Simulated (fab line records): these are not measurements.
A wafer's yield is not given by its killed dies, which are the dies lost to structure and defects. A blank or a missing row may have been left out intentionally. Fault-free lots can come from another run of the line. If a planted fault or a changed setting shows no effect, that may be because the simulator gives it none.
Which tool is to blame? || flow n5 finfet || 29 wafers from 11 lots sampled at 2 of the route's 1938 steps

== WHAT THE GAUGES READ, wafer by wafer ==
N5_BEOL_M12_OVL_MEAS_29.
{"lot": "L630", "measured": "day 10 03:25", "on": "overlay-01", "M12_OVL (nm)": "7 0 4"}
{"lot": "L631", "measured": "day 10 14:55", "on": "overlay-02", "M12_OVL (nm)": "8 8 5"}
{"lot": "L633", "measured": "day 10 21:19", "on": "overlay-02", "M12_OVL (nm)": "0 -4 0"}
{"lot": "L634", "measured": "day 11 01:43", "on": "overlay-01", "M12_OVL (nm)": "9 9 5"}
{"lot": "L635", "measured": "day 11 20:20", "on": "overlay-01", "M12_OVL (nm)": "3 7"}
{"lot": "L637", "measured": "day 12 13:50", "on": "overlay-02", "M12_OVL (nm)": "5 2 8"}
{"lot": "L642", "measured": "day 13 03:59", "on": "overlay-01", "M12_OVL (nm)": "-1 1 0"}
{"lot": "L641", "measured": "day 13 04:43", "on": "overlay-02", "M12_OVL (nm)": "0 1"}
{"lot": "L644", "measured": "day 14 06:50", "on": "overlay-02", "M12_OVL (nm)": "-4 2 6"}
{"lot": "L650", "measured": "day 15 12:17", "on": "overlay-02", "M12_OVL (nm)": "2 3"}
{"lot": "L652", "measured": "day 16 10:24", "on": "overlay-02", "M12_OVL (nm)": "1 2"}

== EACH LOT AND THE TOOL THAT RAN IT (in order: tool; ch and the chambers of the sampled wafers; start) ==
{"lot": "L630", "N5_BEOL_M12_STRIP_63": "plasma asher-02 ch 0,1, day 10 02:45"}
{"lot": "L631", "N5_BEOL_M12_STRIP_63": "plasma asher-01 ch 0,1, day 10 14:20"}
{"lot": "L633", "N5_BEOL_M12_STRIP_63": "plasma asher-01 ch 0,1, day 10 20:37"}
{"lot": "L634", "N5_BEOL_M12_STRIP_63": "plasma asher-01 ch 0,1, day 11 01:01"}
{"lot": "L635", "N5_BEOL_M12_STRIP_63": "plasma asher-01 ch 0, day 11 19:47"}
{"lot": "L637", "N5_BEOL_M12_STRIP_63": "plasma asher-01 ch 0, day 12 13:08"}
{"lot": "L642", "N5_BEOL_M12_STRIP_63": "plasma asher-02 ch 0,1, day 13 03:24"}
{"lot": "L641", "N5_BEOL_M12_STRIP_63": "plasma asher-02 ch 0,1, day 13 04:10"}
{"lot": "L644", "N5_BEOL_M12_STRIP_63": "plasma asher-01 ch 0,1, day 14 06:07"}
{"lot": "L650", "N5_BEOL_M12_STRIP_63": "plasma asher-02 ch 0,1, day 15 11:35"}
{"lot": "L652", "N5_BEOL_M12_STRIP_63": "plasma asher-01 ch 0,1, day 16 09:52"}
- N5_BEOL_M12_STRIP_63: strips in N2/H2.

== WHAT THE TOOLS THEMSELVES READ (means of the sampled wafers that have a number; where no wafer has one, the mark that the record gives instead) ==
N5_BEOL_M12_STRIP_63.
{"lot": "L630", "tool": "plasma asher-02", "chamber pressure mTorr (mTorr)": 1001.6, "drypump motor current A (A)": 5.6, "heater power w (W)": 318, "oes product au (a.u.)": 0.695, "strip time to endpoint s (s)": 42.8}
{"lot": "L631", "tool": "plasma asher-01", "chamber pressure mTorr (mTorr)": 1000.2, "drypump motor current A (A)": 5.5, "heater power w (W)": 311, "oes product au (a.u.)": 0.695, "strip time to endpoint s (s)": 42.0}
{"lot": "L633", "tool": "plasma asher-01", "chamber pressure mTorr (mTorr)": 1000.8, "drypump motor current A (A)": 5.2, "heater power w (W)": 308, "oes product au (a.u.)": 0.691, "strip time to endpoint s (s)": 42.6}
{"lot": "L634", "tool": "plasma asher-01", "chamber pressure mTorr (mTorr)": 1000.5, "drypump motor current A (A)": 5.5, "heater power w (W)": 306, "oes product au (a.u.)": 0.692, "strip time to endpoint s (s)": 43.6}
{"lot": "L635", "tool": "plasma asher-01", "chamber pressure mTorr (mTorr)": 1000.7, "drypump motor current A (A)": 5.8, "heater power w (W)": 308, "oes product au (a.u.)": 0.691, "strip time to endpoint s (s)": 43.2}
{"lot": "L637", "tool": "plasma asher-01", "chamber pressure mTorr (mTorr)": 1000.6, "drypump motor current A (A)": 5.8, "heater power w (W)": 312, "oes product au (a.u.)": 0.693, "strip time to endpoint s (s)": 42.4}
{"lot": "L642", "tool": "plasma asher-02", "chamber pressure mTorr (mTorr)": 998.8, "drypump motor current A (A)": 5.3, "heater power w (W)": 328, "oes product au (a.u.)": 0.695, "strip time to endpoint s (s)": 43.2}
{"lot": "L641", "tool": "plasma asher-02", "chamber pressure mTorr (mTorr)": 1000.5, "drypump motor current A (A)": 5.4, "heater power w (W)": 320, "oes product au (a.u.)": 0.696, "strip time to endpoint s (s)": 43.5}
{"lot": "L644", "tool": "plasma asher-01", "chamber pressure mTorr (mTorr)": 997.1, "drypump motor current A (A)": 5.2, "heater power w (W)": 307, "oes product au (a.u.)": 0.693, "strip time to endpoint s (s)": 43.2}
{"lot": "L650", "tool": "plasma asher-02", "chamber pressure mTorr (mTorr)": 1000.3, "drypump motor current A (A)": 5.4, "heater power w (W)": 322, "oes product au (a.u.)": 0.696, "strip time to endpoint s (s)": 42.5}
{"lot": "L652", "tool": "plasma asher-01", "chamber pressure mTorr (mTorr)": 999.5, "drypump motor current A (A)": 5.3, "heater power w (W)": 305, "oes product au (a.u.)": 0.691, "strip time to endpoint s (s)": 41.4}

== THE ANSWER, worked out from the rows above alone ==
Rule: what is usual is taken from the lots themselves. The widest of any qualifying gaps counts: lots, ordered by their means at a reading, are off when they make up no more than a third of the lots, leave a main group of 4 or more, and stand apart from it by 3 or more times the standard deviation of that group's means. A main group whose means are all the same, to the digits that the tables above print for the reading, isn't used. A lot without any number at a reading at which 4 lots or more have one is off too. Where the step has rows for the other lots, those lots are counted as sound. Order of review: gauges by route order, followed by the tools' own readings, for which a lot's mean as printed above is used. At the first step where some lot is off, the reading lying furthest off is the one used; lots without a number count as furthest.
No lot is off on any of the readings shown, so nothing can be concluded from this.

== WHAT THE SIMULATOR HAD PUT IN ==
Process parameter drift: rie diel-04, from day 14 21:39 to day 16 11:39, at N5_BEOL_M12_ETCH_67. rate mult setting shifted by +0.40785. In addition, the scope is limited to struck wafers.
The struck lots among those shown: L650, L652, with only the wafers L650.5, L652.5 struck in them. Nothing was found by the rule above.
